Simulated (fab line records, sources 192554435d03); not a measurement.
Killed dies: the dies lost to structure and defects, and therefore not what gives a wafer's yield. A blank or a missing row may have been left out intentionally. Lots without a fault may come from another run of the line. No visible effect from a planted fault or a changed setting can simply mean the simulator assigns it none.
Struck lot and sound lot, side by side || flow n5_finfet || 35 out of 1938 route steps
Sound: these wafers, L216.1, L216.5, L216.6. Struck: wafer L202.1 (left out: L202.3, L202.6 of the same lot, which were not struck); the cause appears at the end.
Each step with rows lists, per side, the tool, then ch with its chambers, then its first start. Under that, the readings that differ: sound wafers || struck wafers || difference of the means || sigmas: that difference in standard deviations of wafers without a fault.
alike: readings whose means differ by less than 2 such deviations, and words and numbers that are the same on both sides. not compared: withheld readings, readings that some wafer has no value for, bounds like >300 that may hide the same value, and numbers for which the record gives no deviation and whose values overlap.
A row with sigmas, a row that says differs or no value, or rows on one side alone: a step with any of these is where the two part. When numbers do not overlap yet have no deviation, they are printed without sigmas and do not part them. A reading that every wafer of one side lacks parts them only if that side has two wafers or more.

first, 9 steps without rows for these wafers: N5_FIN_SAQP_PRECLEAN_42 (cleans in O3/DIW, time 60 s); N5_FIN_SAQP_PRECLEAN_00 (cleans in SC1, time 60 s); N5_FIN_SAQP_PRECLEAN_44 (cleans in SC2, time 45 s); N5_FIN_SAQP_SRD_01 (time 30 s); N5_FIN_SAQP_ALD_61 (deposits SiO2, target thk 4 nm, pulse time 1 s, purge time 2 s); N5_FIN_SAQP_DENSIFY_62 (time 60 s); N5_FIN_SAQP_HM_DEP_03 (deposits SiNx from SiH4/NH3/N2, target thk 38 nm, time 33.6 s); N5_FIN_SAQP_PECVD_47 (deposits a-Si from SiH4/He, target thk 45 nm, time 36.3 s); N5_FIN_SAQP_PECVD_48 (deposits SiNx from SiH4/NH3/N2, target thk 25 nm, time 22.1 s).
N5_FIN_SAQP_PECVD_06: deposits a-Si from SiH4/He, target thk 60 nm, time 48.1 s.
  sound on pecvd-04 ch 1,2, day 6 21:56; struck on pecvd-03 ch 0, day 3 09:12
{"reading": "model.a-Si_of_FIN_SAQP_PECVD_06.thk_nm (nm)", "sound": "60.43 61.29 59.47", "struck": 44.82, "difference": -15.58, "sigmas": ""}
  alike: heater_power_w, showerhead_plenum_p_Torr, throttle_valve_pct
  not compared: rf_fwd_power_W
N5_FIN_SAQP_THK_MEAS_07:
  struck on film_metro-02, day 3 09:17; sound on film_metro-01, day 6 22:01
{"reading": "thk_nm (nm)", "sound": "60.4 61.2 59.4", "struck": 44.8, "difference": -15.5, "sigmas": -19}
then, 15 steps without rows for these wafers: N5_FIN_SAQP_HM_DEP_72 (deposits SiO2 from SiH4/N2O, target thk 12 nm, time 7.2 s); N5_FIN_SAQP_COAT_49 (time 60 s, resist thk 100 nm); N5_FIN_SAQP_COAT_50 (time 60 s, resist thk 35 nm); N5_FIN_SAQP_COAT_10 (resist thk 90 nm); N5_FIN_SAQP_EBR_12; N5_FIN_SAQP_SOFTBAKE_11 (time 60 s); N5_FIN_SAQP_EXPOSE_13 (exposes mask FIN CORE, target cd 35.6 nm); N5_FIN_SAQP_PEB_14 (peb time 60 s); N5_FIN_SAQP_DEVELOP_15 (develop time 30 s); N5_FIN_SAQP_DESCUM_21 (chemistry O2, time 7.9 s); N5_FIN_SAQP_ETCH_51 (etches SiARC in CF4, target depth 45.5 nm, time 75.8 s); N5_FIN_SAQP_ETCH_52 (etches SOC in N2/H2, target depth 100 nm, overetch 20 nm, time 150 s); N5_FIN_SAQP_STRIP_53 (strips in N2/H2); N5_FIN_SAQP_HM_OPEN_73 (chemistry CHF3/O2, target SiO2, stops on a-Si, target depth 12 nm, time 16.8 s); N5_FIN_SAQP_STRIP_74 (strips in CHF3/O2).
N5_FIN_SAQP_MANDREL_ETCH_22: etches a-Si in HBr/Cl2, stops on SiNx, target depth 60 nm, bt time 10 s, time 30 s.
  sound on rie_si-01 ch 0,2,3, day 6 22:56; struck on rie_si-03 ch 2, day 3 10:09
{"reading": "oes_product_au (a.u.)", "sound": "0.780 0.768 0.739", "struck": 0.646, "difference": -0.116, "sigmas": -8}
{"reading": "model.etch.depth_nm (nm)", "sound": "60.26 61.29 59.47", "struck": 44.82, "difference": -15.52, "sigmas": ""}
  alike: drypump_motor_current_A, rf_fwd_power_W, throttle_valve_pct
  not compared: rf_hours_counter_h
then, 5 steps without rows for these wafers: N5_FIN_SAQP_STRIP_55 (strips in N2/H2); N5_FIN_SAQP_STRIP_23 (strips in SPM, time 750 s); N5_FIN_SAQP_SRD_66 (time 30 s); N5_FIN_SAQP_RECESS_75 (chemistry HF/NH3, target SiO2, target depth 14.4 nm, afs cycles 3, sublimation time 60 s); N5_FIN_SAQP_SPACER1_ALD_24 (deposits SiO2, target thk 20.3 nm, pulse time 1 s, purge time 2 s).
N5_FIN_SAQP_SPACER1_ETCHBACK_25: etches SiO2 in CHF3/O2, target depth 24.4 nm, time 12.2 s.
  sound on rie_diel-01 ch 2,3, day 7 00:28; struck on rie_diel-01 ch 2, day 3 12:53
{"reading": "model.a-Si_of_FIN_SAQP_PECVD_06.thk_nm (nm)", "sound": "59.4 60.4 58.6", "struck": 44, "difference": -15, "sigmas": ""}
  alike: drypump_motor_current_A, oes_ar_750_au, oes_product_au, rf_fwd_power_W, rf_vpp_V, showerhead_plenum_p_Torr, throttle_valve_pct
  not compared: rf_hours_counter_h
then, 1 step without rows for these wafers: N5_FIN_SAQP_MANDREL1_REMOVE_56 (chemistry HBr/Cl2/O2, target a-Si, stops on SiNx, bt time 10 s).
-- record jumps: 9 days separate the struck wafers' starts on either side; left off in module FIN_SAQP, taken up again in module BEOL_M4, whose first shown step is the route's number 1111 --
N5_BEOL_M4_RC_MEAS_101:
  sound on prober-02 ch 0, day 15 22:40; struck on prober-02 ch 0, day 12 13:32
  alike: DIBL_N, DIBL_P, IOFF_N, IOFF_P, ION_N, ION_P, SS_N, SS_P, VT_N, VT_P

## WHERE THEY PART
First at N5_FIN_SAQP_THK_MEAS_07; last, within this record, at N5_FIN_SAQP_MANDREL_ETCH_22. Later steps at which nothing parts them and some readings are alike: N5_FIN_SAQP_SPACER1_ETCHBACK_25, N5_BEOL_M4_RC_MEAS_101.

WHY: what had been put in by the simulator
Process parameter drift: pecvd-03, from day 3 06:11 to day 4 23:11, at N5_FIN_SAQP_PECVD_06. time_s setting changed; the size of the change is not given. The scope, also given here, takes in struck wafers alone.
